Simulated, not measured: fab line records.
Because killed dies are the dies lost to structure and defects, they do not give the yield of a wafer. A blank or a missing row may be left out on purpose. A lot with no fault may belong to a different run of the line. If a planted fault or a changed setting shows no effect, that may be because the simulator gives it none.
Matching of chambers :: flow nandHarc :: rieDiel-10 running NHARC_P_M1_DESCUM_14: 4 sister chambers
The step chemistry O2, time 3 s. 24 wafers are shown with their chamber, then 12 later ones without.

== WAFERS WITH THEIR CHAMBER ==
wafer: L074.1
chamber: 3
showerheadPlenumPTorr (Torr): 1.92
drypumpMotorCurrentA (A): 5.7
oesProductAu (a.u.): 0.999

wafer: L074.3
chamber: 1
showerheadPlenumPTorr (Torr): 1.98
drypumpMotorCurrentA (A): 5.4
oesProductAu (a.u.): 1.006

wafer: L074.6
chamber: 1
showerheadPlenumPTorr (Torr): 1.98
drypumpMotorCurrentA (A): 5.5
oesProductAu (a.u.): 1.004

wafer: L075.1
chamber: 3
showerheadPlenumPTorr (Torr): 1.92
drypumpMotorCurrentA (A): 5.7
oesProductAu (a.u.): 0.993

wafer: L075.2
chamber: 2
showerheadPlenumPTorr (Torr): 1.87
drypumpMotorCurrentA (A): 4.7
oesProductAu (a.u.): 0.995

wafer: L075.3
chamber: 0
showerheadPlenumPTorr (Torr): 2.01
drypumpMotorCurrentA (A): 5.8
oesProductAu (a.u.): 1.006

wafer: L075.4
chamber: 1
showerheadPlenumPTorr (Torr): 1.98
drypumpMotorCurrentA (A): 5.5
oesProductAu (a.u.): 1.005

wafer: L075.5
chamber: 2
showerheadPlenumPTorr (Torr): 1.87
drypumpMotorCurrentA (A): 4.7
oesProductAu (a.u.): 0.989

wafer: L075.6
chamber: 3
showerheadPlenumPTorr (Torr): 1.92
drypumpMotorCurrentA (A): 5.7
oesProductAu (a.u.): 0.988

wafer: L076.2
chamber: 0
showerheadPlenumPTorr (Torr): 2.01
drypumpMotorCurrentA (A): 5.8
oesProductAu (a.u.): 0.999

wafer: L076.3
chamber: 3
showerheadPlenumPTorr (Torr): 1.92
drypumpMotorCurrentA (A): 5.7
oesProductAu (a.u.): 0.983

wafer: L076.5
chamber: 3
showerheadPlenumPTorr (Torr): 1.92
drypumpMotorCurrentA (A): 5.7
oesProductAu (a.u.): 0.983

wafer: L079.3
chamber: 3
showerheadPlenumPTorr (Torr): 1.92
drypumpMotorCurrentA (A): 5.7
oesProductAu (a.u.): 1.005

wafer: L079.5
chamber: 3
showerheadPlenumPTorr (Torr): 1.92
drypumpMotorCurrentA (A): 5.7
oesProductAu (a.u.): 1.004

wafer: L079.6
chamber: 0
showerheadPlenumPTorr (Torr): 2.01
drypumpMotorCurrentA (A): 5.8
oesProductAu (a.u.): 0.989

wafer: L080.1
chamber: 2
showerheadPlenumPTorr (Torr): 1.87
drypumpMotorCurrentA (A): 4.7
oesProductAu (a.u.): 0.997

wafer: L080.3
chamber: 3
showerheadPlenumPTorr (Torr): 1.92
drypumpMotorCurrentA (A): 5.7
oesProductAu (a.u.): 1.006

wafer: L080.6
chamber: 1
showerheadPlenumPTorr (Torr): 1.98
drypumpMotorCurrentA (A): 5.4
oesProductAu (a.u.): 0.995

wafer: L082.2
chamber: 3
showerheadPlenumPTorr (Torr): 1.92
drypumpMotorCurrentA (A): 5.7
oesProductAu (a.u.): 1.009

wafer: L082.4
chamber: 1
showerheadPlenumPTorr (Torr): 1.97
drypumpMotorCurrentA (A): 5.4
oesProductAu (a.u.): 1.009

wafer: L082.6
chamber: 2
showerheadPlenumPTorr (Torr): 1.87
drypumpMotorCurrentA (A): 4.7
oesProductAu (a.u.): 0.984

wafer: L084.3
chamber: 3
showerheadPlenumPTorr (Torr): 1.92
drypumpMotorCurrentA (A): 5.7
oesProductAu (a.u.): 0.996

wafer: L084.5
chamber: 2
showerheadPlenumPTorr (Torr): 1.87
drypumpMotorCurrentA (A): 4.7
oesProductAu (a.u.): 0.997

wafer: L084.6
chamber: 1
showerheadPlenumPTorr (Torr): 1.97
drypumpMotorCurrentA (A): 5.4
oesProductAu (a.u.): 1.001

SIGNATURES (averages over the wafers above)
reading: showerheadPlenumPTorr
chamber 0: 2.0100
chamber 1: 1.9767
chamber 2: 1.8700
chamber 3: 1.9200
scatter within a chamber: 0.00258

reading: drypumpMotorCurrentA
chamber 0: 5.800
chamber 1: 5.433
chamber 2: 4.700
chamber 3: 5.700
scatter within a chamber: 0.0258

reading: oesProductAu
chamber 0: 0.99800
chamber 1: 1.00333
chamber 2: 0.99240
chamber 3: 0.99660
scatter within a chamber: 0.00783
Rule: distance of a wafer from a chamber = root of the sum over the readings of ((wafer's reading minus chamber's mean) / reading's scatter) squared. The wafer belongs to the nearest chamber; if the next one is less than 2 further off, it can't be placed. The scatter: take each reading less its chamber's mean, square it, sum over the shown wafers, divide by the number of wafers less the number of chambers, and take the root.

== WAFERS WHOSE CHAMBER IS MISSING ==
wafer: L087.1
showerheadPlenumPTorr (Torr): 1.87
drypumpMotorCurrentA (A): 4.7
oesProductAu (a.u.): 0.985

wafer: L087.3
showerheadPlenumPTorr (Torr): 1.97
drypumpMotorCurrentA (A): 5.4
oesProductAu (a.u.): 0.984

wafer: L087.6
showerheadPlenumPTorr (Torr): 1.97
drypumpMotorCurrentA (A): 5.4
oesProductAu (a.u.): 0.988

wafer: L094.2
showerheadPlenumPTorr (Torr): 2.01
drypumpMotorCurrentA (A): 5.8
oesProductAu (a.u.): 1.008

wafer: L094.4
showerheadPlenumPTorr (Torr): 1.92
drypumpMotorCurrentA (A): 5.7
oesProductAu (a.u.): 0.995

wafer: L094.6
showerheadPlenumPTorr (Torr): 2.01
drypumpMotorCurrentA (A): 5.8
oesProductAu (a.u.): 1.008

wafer: L095.2
showerheadPlenumPTorr (Torr): 1.97
drypumpMotorCurrentA (A): 5.4
oesProductAu (a.u.): 0.975

wafer: L095.3
showerheadPlenumPTorr (Torr): 1.86
drypumpMotorCurrentA (A): 4.7
oesProductAu (a.u.): 0.981

wafer: L095.5
showerheadPlenumPTorr (Torr): 2.01
drypumpMotorCurrentA (A): 5.9
oesProductAu (a.u.): 1.003

wafer: L097.2
showerheadPlenumPTorr (Torr): 1.92
drypumpMotorCurrentA (A): 5.7
oesProductAu (a.u.): 0.996

wafer: L097.4
showerheadPlenumPTorr (Torr): 1.86
drypumpMotorCurrentA (A): 4.7
oesProductAu (a.u.): 0.984

wafer: L097.6
showerheadPlenumPTorr (Torr): 1.97
drypumpMotorCurrentA (A): 5.4
oesProductAu (a.u.): 0.986

== CHAMBER TAKEN BY EACH ==
wafer: L087.1
from the rows above: 2
in truth: 2

wafer: L087.3
from the rows above: 1
in truth: 1

wafer: L087.6
from the rows above: 1
in truth: 1

wafer: L094.2
from the rows above: 0
in truth: 0

wafer: L094.4
from the rows above: 3
in truth: 3

wafer: L094.6
from the rows above: 0
in truth: 0

wafer: L095.2
from the rows above: 1
in truth: 1

wafer: L095.3
from the rows above: 2
in truth: 2

wafer: L095.5
from the rows above: 0
in truth: 0

wafer: L097.2
from the rows above: 3
in truth: 3

wafer: L097.4
from the rows above: 2
in truth: 2

wafer: L097.6
from the rows above: 1
in truth: 1
Correct placement for 12 of the 12. Number that these rows cannot place: 0. 0 placed wrongly.
